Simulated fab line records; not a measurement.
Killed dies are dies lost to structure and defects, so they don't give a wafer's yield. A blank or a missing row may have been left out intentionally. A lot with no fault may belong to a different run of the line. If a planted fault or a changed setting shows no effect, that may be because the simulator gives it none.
Chamber matching	flow n5_finfet	N5_GATE_CUT_ETCH_19 on rie_diel-01: 4 sister chambers
The step etches SiNx in CH3F/O2, target depth 53.7 nm, time 76.7 s. 4 wafers are shown with their chamber, then 7 later ones without.

WAFERS PAIRED WITH THEIR CHAMBERS
wafer	chamber	throttle_valve_pct (%)
L077.2	1	16.17
L081.5	2	16.15
L085.3	0	16.57
L085.4	3	16.22

WAFERS MISSING THEIR CHAMBER
wafer	throttle_valve_pct (%)
L085.6	16.17
L086.1	16.16
L086.4	16.58
L086.5	16.57
L094.1	16.19
L094.2	16.23
L094.6	16.59

EACH ONE'S CHAMBER
wafer	from the rows above	in truth
L085.6	can't be placed: 1 or 2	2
L086.1	can't be placed: 1 or 2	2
L086.4	0	0
L086.5	0	0
L094.1	can't be placed: 1 or 3 or 2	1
L094.2	3	3
L094.6	0	0
4 of 7 placed correctly. Unplaceable from these rows: 3, with the true chamber sitting among the candidates in 3. Wrongly placed: 0.
How it was worked out, from the rows above alone: a wafer's distance from a chamber is the root of the sum, over the readings, of the square of ((its reading less the chamber's mean) divided by the reading's scatter). The wafer belongs to the nearest chamber; if the next one is less than 2 further off, it can't be placed. A chamber's mean is the mean of its shown wafers. The scatter (one wafer shown for each chamber): square how far every hidden wafer sits from the nearest shown wafer, average those squares and take the square root.
